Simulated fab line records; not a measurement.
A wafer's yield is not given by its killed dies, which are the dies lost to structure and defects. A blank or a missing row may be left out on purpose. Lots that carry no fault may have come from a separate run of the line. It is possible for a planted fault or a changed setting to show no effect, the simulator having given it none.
Chamber matching ; flow n5 finfet ; N5_FIN_SAQP_ALD_61 on ald sin-04 has 4 sister chambers
The step deposits SiO2, target thk 4 nm, pulse time 1 s, purge time 2 s. 8 wafers are shown with their chamber, then 9 later ones without.

WAFERS WITH THEIR CHAMBER
wafer;chamber;heater power w (W);chamber pressure Torr (Torr)
L081.5;1;470;2.006
L082.3;1;472;2.004
L082.4;0;531;1.998
L085.2;3;412;1.997
L085.6;2;527;1.997
L090.1;3;405;1.992
L090.3;0;534;2.000
L090.5;2;514;1.997

WAFERS MISSING THEIR CHAMBER
wafer;heater power w (W);chamber pressure Torr (Torr)
L094.2;537;1.998
L094.3;500;1.997
L094.5;509;1.998
L095.1;505;2.001
L095.2;491;2.002
L095.4;537;1.990
L096.4;502;2.001
L096.5;509;2.002
L096.6;482;1.998

EACH ONE'S CHAMBER
wafer;from the rows above;in truth
L094.2;0;0
L094.3;2;2
L094.5;2;2
L095.1;can't be placed: 2 or 0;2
L095.2;1;1
L095.4;can't be placed: 0 or 2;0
L096.4;can't be placed: 2 or 0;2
L096.5;can't be placed: 2 or 0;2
L096.6;1;1
5 of 9 placed correctly. Unplaceable from these rows: 4, with the true chamber sitting among the candidates in 4. Placed wrongly: 0.
How it was worked out, from the rows above alone: a wafer's distance from a chamber is the root of the sum, over the readings, of the square of ((its reading less the chamber's mean) divided by the reading's scatter). If the next closest chamber is less than 2 further off than the closest, the wafer can't be placed; otherwise it belongs to the closest. A chamber's mean is the mean of its shown wafers. The scatter: the root of (the sum of the squares of (reading less its chamber's mean) over the shown wafers, divided by (wafers less chambers)).
